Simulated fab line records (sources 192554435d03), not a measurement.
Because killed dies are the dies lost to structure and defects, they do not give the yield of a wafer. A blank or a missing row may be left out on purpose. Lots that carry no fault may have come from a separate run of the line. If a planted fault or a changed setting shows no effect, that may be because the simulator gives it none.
The tool behind it: which one? -- flow n5Finfet -- 9 lots with 27 wafers sampled at 5 steps, on a route of 1938 steps

WHAT EACH GAUGE READ, for each wafer
N5_BEOL_M4_RC_MEAS_101. Usual: DIBL_N 36.4 mV/V, standard deviation 1.5; DIBL_P 36.4 mV/V, standard deviation 1.6; IOFF_N 0.164 nA/um, standard deviation 0.025; IOFF_P 0.214 nA/um, standard deviation 0.028; ION_N 675 uA/um, standard deviation 9.9; ION_P 463 uA/um, standard deviation 6.5; SS_N 71.5 mV/dec, standard deviation 0.5; SS_P 73.3 mV/dec, standard deviation 0.56; VT_N 249.2 mV, standard deviation 2.7; VT_P -250.1 mV, standard deviation 2.8.
lot,measured,on,DIBL_N (mV/V),DIBL_P (mV/V),IOFF_N (nA/um),IOFF_P (nA/um),ION_N (uA/um),ION_P (uA/um),SS_N (mV/dec),SS_P (mV/dec),VT_N (mV),VT_P (mV),flag
L688,day 9 12:56,prober-01,37.0 37.1 35.8,38.9 39.1 37.2,0.179 0.171 0.159,0.242 0.249 0.212,677 676 677,462 464 466,72.6 72.4 71.5,72.9 73.9 73.1,247.9 250.5 251.4,-251.3 -248.7 -248.6,
L690,day 9 21:47,prober-01,35.3 35.9 35.8,38.5 37.9 37.8,0.150 0.158 0.153,0.253 0.246 0.246,665 671 669,468 469 462,71.6 71.8 71.8,73.5 74.0 73.8,251.1 251.9 252.0,-244.9 -246.6 -245.0,
L696,day 11 03:19,prober-01,37.4 37.2 37.9,38.4 38.6 38.8,0.186 0.181 0.203,0.244 0.239 0.244,676 677 679,466 464 458,71.7 71.7 72.0,73.3 73.4 73.5,248.0 249.7 248.6,-251.3 -250.6 -246.8,
L695,day 11 04:34,prober-01,31.7 33.6 34.8,32.8 35.4 36.4,0.103 0.128 0.140,0.155 0.193 0.198,652 664 672,451 465 470,70.7 70.8 70.8,71.8 72.8 73.1,256.0 252.9 250.1,-251.5 -250.6 -249.8,
L698,day 12 05:47,prober-02,36.1 34.7 36.1,35.7 34.1 36.0,0.175 0.146 0.174,0.209 0.191 0.210,686 675 682,466 464 459,71.6 71.5 71.4,72.9 72.1 73.4,244.6 250.2 249.9,-251.3 -250.9 -251.5,
L699,day 12 08:25,prober-01,37.9 36.9 38.5,38.7 37.5 39.4,0.222 0.207 0.247,0.244 0.225 0.256,696 697 703,468 468 469,72.3 71.7 71.3,73.6 74.4 74.2,246.7 245.8 242.5,-248.5 -249.9 -246.1,
L702,day 13 00:23,prober-01,37.0 36.1 36.7,37.4 36.9 37.4,0.161 0.150 0.152,0.218 0.207 0.208,674 677 669,463 464 464,71.5 72.0 71.9,73.1 72.8 73.1,247.9 247.4 248.8,-252.6 -249.7 -250.3,
L705,day 13 15:23,prober-02,37.4 36.6 37.8,37.1 36.1 36.8,0.184 0.164 0.174,0.225 0.212 0.218,675 674 678,464 457 459,71.4 71.6 71.2,73.8 73.7 74.1,246.9 251.0 249.6,-250.5 -251.4 -249.9,
L704,day 13 16:01,prober-02,35.5 36.0 36.3,35.8 36.8 36.5,0.140 0.158 0.155,0.200 0.221 0.216,660 670 665,457 465 464,71.3 72.0 71.7,72.4 73.2 72.3,250.5 249.4 251.5,-249.5 -250.0 -250.7,

N5_BEOL_M7_OVL_MEAS_29. Usual: V6_OVL 0.2 nm, standard deviation 0.55.
lot,measured,on,V6_OVL (nm),flag
L688,day 10 10:04,overlay-02,0.8 1.1 -0.2,
L690,day 10 19:57,overlay-01,0.5 0.6 0.0,
L696,day 12 01:58,overlay-02,0.2 0.8 0.5,
L695,day 12 03:55,overlay-02,1.0 0.3 0.6,
L698,day 13 07:28,overlay-02,-0.4 0.6 -0.5,
L699,day 13 09:29,overlay-02,0.2 -0.2 -0.2,
L702,day 14 01:43,overlay-01,-0.6 -0.1 -0.4,
L705,day 14 16:23,overlay-02,0.0 -0.5 -0.2,
L704,day 14 20:13,overlay-01,-0.6 0.0 0.4,

N5_BEOL_M7_OCD_MEAS_38. Usual: 92.5 nm for trenchDepthNm, sd 1.7.
lot,measured,on,trenchDepthNm (nm),flag
L688,day 10 10:36,ocd-02,93.3 92.4 91.6,
L690,day 10 20:28,ocd-01,92.7 93.2 92.8,
L696,day 12 02:29,ocd-01,92.9 93.0 91.5,
L695,day 12 04:25,ocd-02,91.7 92.3 89.2,
L698,day 13 07:59,ocd-01,92.6 91.7 90.7,
L699,day 13 10:00,ocd-02,91.3 92.6 91.7,
L702,day 14 02:14,ocd-02,91.9 93.0 94.6,
L705,day 14 16:54,ocd-02,90.8 90.5 89.6,
L704,day 14 21:01,ocd-01,88.2 89.8 91.2,

WHAT TOOL EACH LOT RAN ON (gives the tool, then ch and the chambers of the sampled wafers, and finally the start)
lot,N5_BEOL_M7_ETCH_62,N5_BEOL_M7_STRIP_36
L688,"rieDiel-05 ch 0,1,3, day 10 09:19","rieDiel-03 ch 0,1,2, day 10 10:25"
L690,"rieDiel-03 ch 0,1,2, day 10 19:02","rieDiel-05 ch 0,3, day 10 20:16"
L696,"rieDiel-06 ch 0,1,2, day 12 00:58","rieDiel-03 ch 0,2,3, day 12 02:18"
L695,"rieDiel-06 ch 1,2,3, day 12 03:04","rieDiel-03 ch 1,2, day 12 04:13"
L698,"rieDiel-03 ch 0,2,3, day 13 06:33","rieDiel-03 ch 0,2,3, day 13 07:47"
L699,"rieDiel-06 ch 1,3, day 13 07:24","rieDiel-03 ch 0,2, day 13 09:48"
L702,"rieDiel-05 ch 0,1,2, day 14 00:42","rieDiel-05 ch 0,1,2, day 14 02:02"
L705,"rieDiel-03 ch 0,2,3, day 14 15:17","rieDiel-03 ch 0,1,3, day 14 16:42"
L704,"rieDiel-06 ch 0,1, day 14 18:38","rieDiel-03 ch 1,3, day 14 20:49"
- N5_BEOL_M7_ETCH_62: etches SOC in N2/H2, target depth 110 nm, overetch 22 nm, time 165 s.
- N5_BEOL_M7_STRIP_36: strips in N2/H2.

AS READ BY THE TOOLS THEMSELVES (means over the sampled wafers that have a number; for cases with no such wafer, the mark the record gives instead)
N5_BEOL_M7_ETCH_62. Usual: drypumpMotorCurrentA 5.5 A, standard deviation 0.48; oesProductAu 0.67 a.u., standard deviation 0.07; rfVppV 524.3 V, standard deviation 2.4; showerheadPlenumPTorr 2.56 Torr, standard deviation 0.082; throttleValvePct 17.82 %, standard deviation 0.28.
lot,tool,drypumpMotorCurrentA (A),oesProductAu (a.u.),rfVppV (V),showerheadPlenumPTorr (Torr),throttleValvePct (%),flag
L688,rieDiel-05,5.4,0.68,525.7,2.63,17.69,
L690,rieDiel-03,5.1,0.65,524.2,2.58,17.68,
L696,rieDiel-06,5.5,0.65,522.6,2.48,18.09,
L695,rieDiel-06,5.9,0.67,522.7,2.53,17.94,
L698,rieDiel-03,5.1,0.67,524.2,2.55,17.64,
L699,rieDiel-06,6.3,0.70,524.8,2.57,17.72,
L702,rieDiel-05,5.6,0.71,524.6,2.57,17.78,
L705,rieDiel-03,5.1,0.66,524.7,2.55,17.65,
L704,rieDiel-06,5.4,0.66,522.9,2.52,18.00,

N5_BEOL_M7_STRIP_36. Usual: value, then standard deviation, for each; biasPowerW 7.001 W / 0.021; chamberPressureMTorr 20.00 mTorr / 0.032; drypumpMotorCurrentA 5.5 A / 0.5; oesProductAu 0.78 a.u. / 0.085; rfVppV 59.1 V / 1.7; showerheadPlenumPTorr 2.54 Torr / 0.077; throttleValvePct 23.6 % / 0.36.
lot,tool,biasPowerW (W),chamberPressureMTorr (mTorr),drypumpMotorCurrentA (A),oesProductAu (a.u.),rfVppV (V),showerheadPlenumPTorr (Torr),throttleValvePct (%),flag
L688,rieDiel-03,-,-,-,-,-,-,-,OFF
L690,rieDiel-05,-,-,-,-,-,-,-,OFF
L696,rieDiel-03,6.999,19.98,5.1,0.80,59.1,2.55,23.4,
L695,rieDiel-03,6.994,20.01,4.9,0.82,60.7,2.52,23.2,
L698,rieDiel-03,6.985,20.02,5.1,0.78,60.3,2.55,23.5,
L699,rieDiel-03,7.009,19.99,5.0,0.81,57.9,2.52,23.3,
L702,rieDiel-05,7.008,20.00,5.6,0.84,59.1,2.56,23.6,
L705,rieDiel-03,7.007,19.98,5.2,0.72,59.6,2.59,23.7,
L704,rieDiel-03,7.014,19.99,5.1,0.75,58.8,2.56,23.6,

THE ANSWER, worked out from the rows above alone
Rule: a lot counts as off when the mean over its wafers that have a number is more than 3 standard deviations away from the usual mean. A lot without any number at a reading at which 4 lots or more have one is off too. The other lots that the step has rows for count as sound. Order of review: gauges by route order, followed by the tools' own readings, for which a lot's mean as printed above is used. The first step at which some lot is off is used, and at that step the reading that is off furthest; a lot without a number counts as furthest.
Off: L688, L690, at N5_BEOL_M7_STRIP_36 (biasPowerW). Without a number there: L688, L690.
If a tool, at that step or one of the process steps before it, ran each lot that is off and ran no sound lot following the first of them, it fits. Of those tried, none fits.

WHAT THE SIMULATOR PUT IN
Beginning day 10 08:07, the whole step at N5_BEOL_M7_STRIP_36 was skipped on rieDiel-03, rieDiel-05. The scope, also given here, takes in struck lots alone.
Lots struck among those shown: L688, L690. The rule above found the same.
